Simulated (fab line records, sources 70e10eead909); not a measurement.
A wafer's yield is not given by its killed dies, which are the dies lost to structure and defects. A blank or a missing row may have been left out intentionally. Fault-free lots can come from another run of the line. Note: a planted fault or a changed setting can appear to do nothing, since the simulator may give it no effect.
Which tool is to blame?	flow nand_harc	Sampling: 24 lots, 72 wafers, 6 of 1159 route steps

## WHAT THE GAUGES SHOWED, per wafer
The record lacks any reading of a measuring or inspecting step that a usual standard deviation could be used to judge.

## EACH LOT AND THE TOOL THAT RAN IT (in order: tool; ch and the chambers of the sampled wafers; start)
lot	NHARC_A_STAIRCASE_ETCH_201	NHARC_A_STAIRCASE_ETCH_223	NHARC_A_STAIRCASE_DESCUM_252	NHARC_A_STAIRCASE_DEP_471	NHARC_A_STAIRCASE_CMP_472	NHARC_A_SGD_CUT_DEP_00
L075	rie_diel-07 ch 1,2,3, day 11 03:37 or earlier	rie_diel-06 ch 0,2,3, day 11 03:37 or earlier	rie_diel-07 ch 0,1,3, day 11 03:37	pecvd-04 ch 0,1,2, day 13 09:37	cmp-03 ch 0,2,3, day 13 09:55	pecvd-04 ch 0,2, day 13 10:19
L074	rie_diel-02 ch 0,2, day 11 06:07 or earlier	rie_diel-02 ch 1,3, day 11 06:07 or earlier	rie_diel-07 ch 0,1,3, day 11 06:07	pecvd-04 ch 0,1, day 13 15:26	cmp-02 ch 2,3, day 13 15:44	pecvd-04 ch 1,2, day 13 16:11
L078	rie_diel-06 ch 0,1,3, day 11 23:29 or earlier	rie_diel-02 ch 0,2,3, day 11 23:29 or earlier	rie_diel-06 ch 0,1,3, day 11 23:29	pecvd-03 ch 0,1, day 14 08:16	cmp-03 ch 0,2,3, day 14 08:38	pecvd-02 ch 0,1, day 14 09:01
L076	rie_diel-06 ch 0,1,2, day 12 00:45 or earlier	rie_diel-07 ch 0,1,2, day 12 00:45 or earlier	rie_diel-02 ch 0,2,3, day 12 00:45	pecvd-04 ch 0,1, day 14 08:14	cmp-01 ch 1,3, day 14 08:31	pecvd-03 ch 0,1, day 14 08:55
L077	rie_diel-06 ch 1,2, day 12 02:47 or earlier	rie_diel-02 ch 1,2,3, day 12 02:47 or earlier	rie_diel-07 ch 0,2, day 12 02:47	pecvd-04 ch 0,1,2, day 14 07:59	cmp-03 ch 2,3, day 14 08:15	pecvd-04 ch 1,2, day 14 08:40
L079	rie_diel-06 ch 1,2,3, day 12 12:25 or earlier	rie_diel-07 ch 0,3, day 12 12:25 or earlier	rie_diel-02 ch 0,2,3, day 12 12:25	pecvd-03 ch 0,1,2, day 15 03:48	cmp-03 ch 0,2,3, day 15 04:02	pecvd-03 ch 0,2, day 15 04:29
L080	rie_diel-07 ch 0,3, day 12 15:39 or earlier	rie_diel-06 ch 0,3, day 12 15:39 or earlier	rie_diel-02 ch 0,2,3, day 12 15:39	pecvd-01 ch 0,2, day 15 03:37	cmp-01 ch 0,3, day 15 03:51	pecvd-04 ch 0,1,2, day 15 04:18
L081	rie_diel-06 ch 0,1,3, day 13 01:52 or earlier	rie_diel-02 ch 0,1,2, day 13 01:52 or earlier	rie_diel-07 ch 0,3, day 13 01:52	pecvd-01 ch 0,1,2, day 15 14:52	cmp-02 ch 1,2,3, day 15 15:08	pecvd-02 ch 1,2, day 15 15:46
L082	rie_diel-02 ch 1,2, day 13 10:31 or earlier	rie_diel-02 ch 1,2, day 13 10:31 or earlier	rie_diel-02 ch 1,2,3, day 13 10:31	pecvd-03 ch 0,1, day 16 01:28	cmp-02 ch 0,1,2, day 16 01:46	pecvd-02 ch 0,1,2, day 16 02:08
L083	rie_diel-06 ch 1,2,3, day 13 17:59 or earlier	rie_diel-07 ch 0,1,2, day 13 17:59 or earlier	rie_diel-06 ch 1,2,3, day 13 17:59	pecvd-03 ch 0,1,2, day 16 03:41	cmp-02 ch 0,1,2, day 16 03:57	pecvd-03 ch 0,1,2, day 16 04:22
L085	rie_diel-07 ch 2,3, day 13 19:01 or earlier	rie_diel-07 ch 0,1, day 13 19:01 or earlier	rie_diel-02 ch 0,3, day 13 19:01	pecvd-04 ch 0,1, day 16 04:22	cmp-01 ch 0,3, day 16 04:37	pecvd-04 ch 0,1,2, day 16 05:01
L084	rie_diel-06 ch 0,1, day 13 19:52 or earlier	rie_diel-06 ch 1,2, day 13 19:52 or earlier	rie_diel-02 ch 0,2, day 13 19:52	pecvd-04 ch 0,1,2, day 16 03:56	cmp-03 ch 0,1, day 16 04:14	pecvd-04 ch 1,2, day 16 04:40
L086	rie_diel-06 ch 0,1,3, day 14 21:28 or earlier	rie_diel-07 ch 0,2,3, day 14 21:28 or earlier	rie_diel-06 ch 0,3, day 14 21:28	pecvd-03 ch 0,1,2, day 17 04:26	cmp-03 ch 0,2,3, day 17 04:44	pecvd-02 ch 0,1,2, day 17 05:10
L087	rie_diel-07 ch 2,3, day 14 21:34 or earlier	rie_diel-06 ch 0,1, day 14 21:34 or earlier	rie_diel-06 ch 0,1, day 14 21:34	pecvd-04 ch 0,1,2, day 17 05:25	cmp-02 ch 2,3, day 17 05:38	pecvd-03 ch 0,2, day 17 06:06
L088	rie_diel-06 ch 1,2,3, day 15 00:50 or earlier	rie_diel-06 ch 1,3, day 15 00:50 or earlier	rie_diel-02 ch 1,2,3, day 15 00:50	pecvd-01 ch 0,1,2, day 17 04:19	cmp-01 ch 0,1, day 17 04:35	pecvd-03 ch 0,2, day 17 05:03
L089	rie_diel-06 ch 0,1,2, day 15 04:56 or earlier	rie_diel-06 ch 0,3, day 15 04:56 or earlier	rie_diel-02 ch 1,2, day 15 04:56	pecvd-03 ch 0,2, day 17 13:53	cmp-02 ch 1,2,3, day 17 14:11	pecvd-04 ch 0,1, day 17 14:33
L090	rie_diel-06 ch 0,2, day 15 11:52 or earlier	rie_diel-02 ch 1,2,3, day 15 11:52 or earlier	rie_diel-07 ch 0,1,3, day 15 11:52	pecvd-03 ch 0,2, day 18 00:25	cmp-02 ch 0,1,2, day 18 00:41	pecvd-04 ch 0,1,2, day 18 01:14
L091	rie_diel-02 ch 2,3, day 15 18:37 or earlier	rie_diel-06 ch 0,1,2, day 15 18:37 or earlier	rie_diel-02 ch 1,2, day 15 18:37	pecvd-04 ch 0,1, day 18 07:25	cmp-01 ch 0,2,3, day 18 07:41	pecvd-02 ch 0,2, day 18 08:07
L092	rie_diel-02 ch 1,2, day 16 00:25 or earlier	rie_diel-02 ch 2,3, day 16 00:25 or earlier	rie_diel-06 ch 1,2, day 16 00:25	pecvd-01 ch 0,2, day 18 05:31	cmp-02 ch 0,3, day 18 05:45	pecvd-04 ch 0,1, day 18 06:11
L093	rie_diel-06 ch 0,1,3, day 16 10:40 or earlier	rie_diel-07 ch 0,1,3, day 16 10:40 or earlier	rie_diel-06 ch 0,2,3, day 16 10:40	pecvd-04 ch 0,1,2, day 18 18:43	cmp-03 ch 1,3, day 18 19:01	pecvd-04 ch 1,2, day 18 19:28
L094	rie_diel-06 ch 1,2, day 16 12:17 or earlier	rie_diel-06 ch 0,1,3, day 16 12:17 or earlier	rie_diel-07 ch 0,3, day 16 12:17	pecvd-04 ch 0,1,2, day 19 01:31	cmp-02 ch 1,2,3, day 19 01:50	pecvd-04 ch 0,1,2, day 19 02:17
L096	rie_diel-06 ch 2,3, day 16 18:28 or earlier	rie_diel-06 ch 0,2,3, day 16 18:28 or earlier	rie_diel-07 ch 0,1,3, day 16 18:28	pecvd-03 ch 1,2, day 19 06:06	cmp-02 ch 0,1,2, day 19 06:25	pecvd-03 ch 0,2, day 19 06:53
L095	rie_diel-02 ch 0,1,2, day 16 23:26 or earlier	rie_diel-06 ch 1,2,3, day 16 23:26 or earlier	rie_diel-07 ch 0,2,3, day 16 23:26	pecvd-01 ch 0,1,2, day 19 05:50	cmp-02 ch 0,1,3, day 19 06:07	pecvd-04 ch 0,1,2, day 19 06:31
L097	rie_diel-02 ch 1,2, day 17 17:22 or earlier	rie_diel-06 ch 1,2, day 17 17:22 or earlier	rie_diel-02 ch 0,3, day 17 17:22	pecvd-04 ch 0,1, day 20 04:50	cmp-02 ch 0,1, day 20 05:08	pecvd-02 ch 0,2, day 20 05:32
- NHARC_A_STAIRCASE_ETCH_201: etches the open film in C4F8/O2, target depth 100 nm, time 40.5 s.
- NHARC_A_STAIRCASE_ETCH_223: etches the open film in C4F8/O2, target depth 100 nm, time 40.5 s.
- NHARC_A_STAIRCASE_DESCUM_252: chemistry O2, time 3 s.
- NHARC_A_STAIRCASE_DEP_471: deposits SiO2, target thk 100 nm.
- NHARC_A_STAIRCASE_CMP_472: polishes SiO2.
- NHARC_A_SGD_CUT_DEP_00: deposits SiNx, target thk 50 nm.

## WHAT THE TOOLS THEMSELVES READ (means of the sampled wafers that have a number; where no wafer has one, the mark that the record gives instead)
NHARC_A_STAIRCASE_ETCH_201. Usual: oes_product_au 0.943 a.u., standard deviation 0.013; rf_vpp_V 897 V, standard deviation 4.8.
lot	tool	oes_product_au (a.u.)	rf_vpp_V (V)	flag
L075	rie_diel-07	0.946	900	
L074	rie_diel-02	0.929	895	
L078	rie_diel-06	0.934	894	
L076	rie_diel-06	0.949	895	
L077	rie_diel-06	0.934	897	
L079	rie_diel-06	0.940	897	
L080	rie_diel-07	0.930	902	
L081	rie_diel-06	0.953	894	
L082	rie_diel-02	0.934	899	
L083	rie_diel-06	0.951	897	
L085	rie_diel-07	0.948	903	
L084	rie_diel-06	0.965	891	
L086	rie_diel-06	0.951	895	
L087	rie_diel-07	0.945	903	
L088	rie_diel-06	0.939	896	
L089	rie_diel-06	0.952	893	
L090	rie_diel-06	0.931	895	
L091	rie_diel-02	0.932	902	
L092	rie_diel-02	0.950	899	
L093	rie_diel-06	0.946	895	
L094	rie_diel-06	0.941	897	
L096	rie_diel-06	0.941	898	
L095	rie_diel-02	0.927	902	
L097	rie_diel-02	0.940	898	

NHARC_A_STAIRCASE_ETCH_223. Usual: oes_product_au 0.940 a.u., standard deviation 0.014; rf_vpp_V 897 V, standard deviation 5.3.
lot	tool	oes_product_au (a.u.)	rf_vpp_V (V)	flag
L075	rie_diel-06	0.950	895	
L074	rie_diel-02	0.934	897	
L078	rie_diel-02	0.924	890	
L076	rie_diel-07	0.952	900	
L077	rie_diel-02	0.931	895	
L079	rie_diel-07	0.944	902	
L080	rie_diel-06	0.930	893	
L081	rie_diel-02	0.919	895	
L082	rie_diel-02	0.932	899	
L083	rie_diel-07	0.952	900	
L085	rie_diel-07	0.951	897	
L084	rie_diel-06	0.944	896	
L086	rie_diel-07	0.933	902	
L087	rie_diel-06	0.944	891	
L088	rie_diel-06	0.952	897	
L089	rie_diel-06	0.947	893	
L090	rie_diel-02	0.934	901	
L091	rie_diel-06	0.951	894	
L092	rie_diel-02	0.925	901	
L093	rie_diel-07	0.929	898	
L094	rie_diel-06	0.955	894	
L096	rie_diel-06	0.951	894	
L095	rie_diel-06	0.943	898	
L097	rie_diel-06	0.931	897	

NHARC_A_STAIRCASE_DESCUM_252. Usual: drypump_motor_current_A 6.1 A, standard deviation 0.39; oes_product_au 0.999 a.u., standard deviation 0.011; rf_vpp_V 57.8 V, standard deviation 0.96; showerhead_plenum_p_Torr 1.94 Torr, standard deviation 0.091; throttle_valve_pct 11.310 %, standard deviation 0.0087.
lot	tool	drypump_motor_current_A (A)	oes_product_au (a.u.)	rf_vpp_V (V)	showerhead_plenum_p_Torr (Torr)	throttle_valve_pct (%)	flag
L075	rie_diel-07	5.7	1.008	58.0	1.97	11.311	
L074	rie_diel-07	5.7	1.002	57.5	1.97	11.308	
L078	rie_diel-06	6.1	1.006	58.4	1.89	11.312	
L076	rie_diel-02	5.9	0.994	58.3	1.83	11.306	
L077	rie_diel-07	6.2	1.010	58.2	2.02	11.308	
L079	rie_diel-02	5.9	0.990	56.9	1.83	11.315	
L080	rie_diel-02	5.9	0.990	57.2	1.83	11.313	
L081	rie_diel-07	6.0	1.005	57.1	2.00	11.316	
L082	rie_diel-02	6.3	0.989	57.4	1.91	11.312	
L083	rie_diel-06	6.1	0.999	56.7	1.93	11.303	
L085	rie_diel-02	5.8	0.994	57.3	1.76	11.308	
L084	rie_diel-02	6.1	0.987	57.1	1.89	11.316	
L086	rie_diel-06	5.9	1.006	58.3	1.90	11.305	
L087	rie_diel-06	6.3	1.006	57.2	1.87	11.313	
L088	rie_diel-02	6.3	0.998	58.5	2.01	11.314	
L089	rie_diel-02	6.6	1.005	58.0	1.98	11.303	
L090	rie_diel-07	5.7	1.010	58.1	1.96	11.304	
L091	rie_diel-02	6.4	1.006	57.7	1.96	11.312	
L092	rie_diel-06	6.3	1.005	58.2	1.91	11.304	
L093	rie_diel-06	6.2	0.993	57.5	1.90	11.315	
L094	rie_diel-07	6.0	0.998	58.5	1.99	11.312	
L096	rie_diel-07	5.7	0.997	57.8	1.95	11.313	
L095	rie_diel-07	5.9	0.999	57.6	2.01	11.313	
L097	rie_diel-02	5.8	0.992	59.1	2.07	11.316	

NHARC_A_STAIRCASE_DEP_471. Usual: heater_power_w 546 W, standard deviation 61; throttle_valve_pct 16.2 %, standard deviation 0.44.
lot	tool	heater_power_w (W)	throttle_valve_pct (%)	flag
L075	pecvd-04	507	16.1	
L074	pecvd-04	552	16.0	
L078	pecvd-03	515	16.3	
L076	pecvd-04	586	16.1	
L077	pecvd-04	505	16.2	
L079	pecvd-03	563	16.2	
L080	pecvd-01	539	16.7	
L081	pecvd-01	535	16.1	
L082	pecvd-03	579	16.2	
L083	pecvd-03	588	16.2	
L085	pecvd-04	599	16.1	
L084	pecvd-04	536	16.5	
L086	pecvd-03	603	16.3	
L087	pecvd-04	537	16.3	
L088	pecvd-01	549	16.1	
L089	pecvd-03	524	15.9	
L090	pecvd-03	585	16.3	
L091	pecvd-04	547	16.3	
L092	pecvd-01	523	16.1	
L093	pecvd-04	561	16.4	
L094	pecvd-04	566	16.3	
L096	pecvd-03	573	16.3	
L095	pecvd-01	482	16.2	
L097	pecvd-04	533	16.3	

NHARC_A_STAIRCASE_CMP_472. Usual: 12.3 A for motor_current_A, sd 1.3.
lot	tool	motor_current_A (A)	flag
L075	cmp-03	13.0	
L074	cmp-02	13.2	
L078	cmp-03	13.1	
L076	cmp-01	10.7	
L077	cmp-03	12.3	
L079	cmp-03	13.2	
L080	cmp-01	11.3	
L081	cmp-02	12.5	
L082	cmp-02	12.2	
L083	cmp-02	12.2	
L085	cmp-01	11.6	
L084	cmp-03	14.4	
L086	cmp-03	13.4	
L087	cmp-02	12.7	
L088	cmp-01	12.0	
L089	cmp-02	12.7	
L090	cmp-02	12.1	
L091	cmp-01	11.4	
L092	cmp-02	11.4	
L093	cmp-03	12.0	
L094	cmp-02	12.3	
L096	cmp-02	12.4	
L095	cmp-02	11.7	
L097	cmp-02	11.7	

NHARC_A_SGD_CUT_DEP_00. Usual: 718 W for heater_power_w, sd 61.
lot	tool	heater_power_w (W)	flag
L075	pecvd-04	687	
L074	pecvd-04	653	
L078	pecvd-02	689	
L076	pecvd-03	724	
L077	pecvd-04	664	
L079	pecvd-03	764	
L080	pecvd-04	642	
L081	pecvd-02	759	
L082	pecvd-02	749	
L083	pecvd-03	766	
L085	pecvd-04	716	
L084	pecvd-04	676	
L086	pecvd-02	778	
L087	pecvd-03	743	
L088	pecvd-03	755	
L089	pecvd-04	768	
L090	pecvd-04	724	
L091	pecvd-02	779	
L092	pecvd-04	697	
L093	pecvd-04	700	
L094	pecvd-04	699	
L096	pecvd-03	718	
L095	pecvd-04	752	
L097	pecvd-02	746	

## THE ANSWER, worked out from the rows above alone
Rule: lot off if the mean of its wafers having a number is beyond 3 standard deviations from the usual mean. Also off: a lot with no number at a reading for which 4 or more lots have one. The other lots that the step has rows for count as sound. Order of review: gauges by route order, followed by the tools' own readings, for which a lot's mean as printed above is used. At the first step where some lot is off, the reading lying furthest off is the one used; lots without a number count as furthest.
No lot is off on any of the readings shown, so nothing can be concluded from this.

## WHAT THE SIMULATOR HAD INSERTED
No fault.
